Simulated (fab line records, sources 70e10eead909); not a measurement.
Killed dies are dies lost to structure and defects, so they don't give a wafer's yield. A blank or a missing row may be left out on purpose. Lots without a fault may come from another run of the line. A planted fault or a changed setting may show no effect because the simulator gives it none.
Chamber matching | flow nand_harc | NHARC_A_SGD_CUT_CMP_21 on cmp-04: 4 sister chambers
The step polishes, target thk 148.19 nm. 18 wafers are shown with their chamber, then 9 later ones without.

WAFERS WITH THEIR CHAMBER
wafer  | chamber | motor_current_A (A) | time_to_endpoint_s (s) | edge_zone_pressure_frac
L074.1 | 0       | 12.1                | 49                     | 1.000
L074.2 | 1       | 11.6                | 51                     | 1.008
L074.4 | 2       | 14.3                | 51                     | 1.002
L079.3 | 3       | 13.4                | 48                     | 1.004
L079.4 | 2       | 14.6                | 46                     | 0.998
L079.5 | 2       | 14.9                | 45                     | 0.988
L080.3 | 2       | 13.6                | 44                     | 0.998
L080.4 | 0       | 12.0                | 46                     | 1.000
L080.6 | 1       | 11.0                | 47                     | 1.004
L085.2 | 2       | 14.8                | 48                     | 1.012
L085.4 | 3       | 13.9                | 51                     | 0.999
L085.6 | 0       | 11.8                | 48                     | 1.007
L087.2 | 1       | 11.1                | 48                     | 0.992
L087.5 | 3       | 12.8                | 49                     | 0.990
L087.6 | 2       | 14.5                | 43                     | 0.993
L089.1 | 0       | 12.0                | 47                     | 0.996
L089.4 | 3       | 14.7                | 52                     | 1.001
L089.5 | 1       | 12.0                | 52                     | 0.999

SIGNATURES (means of the wafers above)
reading                 | chamber 0 | chamber 1 | chamber 2 | chamber 3 | scatter within a chamber
motor_current_A         | 11.975    | 11.425    | 14.450    | 13.700    | 0.516
time_to_endpoint_s      | 47.50     | 49.50     | 46.17     | 50.00     | 2.31
edge_zone_pressure_frac | 1.00075   | 1.00075   | 0.99850   | 0.99850   | 0.00681
Rule: a wafer's distance from a chamber is the root of the sum, over the readings, of the square of ((its reading less the chamber's mean) divided by the reading's scatter). The wafer belongs to the nearest chamber; if the next one is less than 2 further off, it can't be placed. The scatter: the root of (the sum of the squares of (reading less its chamber's mean) over the shown wafers, divided by (wafers less chambers)).

WAFERS WITHOUT THEIR CHAMBER
wafer  | motor_current_A (A) | time_to_endpoint_s (s) | edge_zone_pressure_frac
L088.2 | 12.4                | 43                     | 1.010
L088.4 | 11.4                | 49                     | 1.000
L088.5 | 14.9                | 45                     | 0.998
L092.3 | 10.3                | 49                     | 1.005
L092.4 | 14.1                | 47                     | 1.000
L092.6 | 11.6                | 51                     | 0.996
L094.2 | 11.2                | 45                     | 0.997
L094.3 | 14.1                | 43                     | 1.003
L094.4 | 13.5                | 49                     | 1.004

WHICH CHAMBER EACH WENT THROUGH
wafer  | from the rows above          | in truth
L088.2 | can't be placed: 0 or 1 or 3 | 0
L088.4 | can't be placed: 1 or 0      | 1
L088.5 | 2                            | 2
L092.3 | can't be placed: 1 or 0      | 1
L092.4 | can't be placed: 2 or 3      | 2
L092.6 | can't be placed: 1 or 0      | 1
L094.2 | can't be placed: 0 or 1      | 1
L094.3 | can't be placed: 2 or 3      | 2
L094.4 | can't be placed: 3 or 2      | 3
Placed correctly: 1 of 9. Can't be placed from these rows: 8 (the true chamber is among the candidates in 8). Placed wrongly: 0.
